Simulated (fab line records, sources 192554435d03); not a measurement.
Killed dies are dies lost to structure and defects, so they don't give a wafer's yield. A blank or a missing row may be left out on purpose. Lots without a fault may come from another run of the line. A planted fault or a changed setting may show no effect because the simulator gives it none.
Chamber matching | flow n5_finfet | N5_BEOL_M7_DESCUM_33 on rie_diel-04: 4 sister chambers
The step chemistry O2, time 7 s. 7 wafers are shown with their chamber, then 7 later ones without.

WAFERS WITH THEIR CHAMBER
wafer  | chamber | showerhead_plenum_p_Torr (Torr) | rf_vpp_V (V)
L078.3 | 2       | 1.99                            | 241.0
L083.6 | 0       | 2.14                            | 244.7
L084.1 | 3       | 2.04                            | 241.5
L084.3 | 1       | 2.14                            | 243.2
L084.6 | 3       | 2.04                            | 242.4
L088.1 | 0       | 2.13                            | 244.7
L088.4 | 1       | 2.13                            | 243.0

WAFERS WITHOUT THEIR CHAMBER
wafer  | showerhead_plenum_p_Torr (Torr) | rf_vpp_V (V)
L088.5 | 2.13                            | 244.3
L090.2 | 2.13                            | 244.6
L090.3 | 2.13                            | 244.3
L090.6 | 2.04                            | 241.5
L091.4 | 2.13                            | 243.0
L091.5 | 2.04                            | 242.6
L091.6 | 2.13                            | 242.6

WHICH CHAMBER EACH WENT THROUGH
wafer  | from the rows above     | in truth
L088.5 | can't be placed: 0 or 1 | 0
L090.2 | 0                       | 0
L090.3 | can't be placed: 0 or 1 | 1
L090.6 | 3                       | 3
L091.4 | 1                       | 1
L091.5 | 3                       | 3
L091.6 | 1                       | 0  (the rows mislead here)
Placed correctly: 4 of 7. Can't be placed from these rows: 2 (the true chamber is among the candidates in 2). Placed wrongly: 1.
How it was worked out, from the rows above alone: a wafer's distance from a chamber is the root of the sum, over the readings, of the square of ((its reading less the chamber's mean) divided by the reading's scatter). The wafer belongs to the nearest chamber; if the next one is less than 2 further off, it can't be placed. A chamber's mean is the mean of its shown wafers. The scatter: the root of (the sum of the squares of (reading less its chamber's mean) over the shown wafers, divided by (wafers less chambers)).
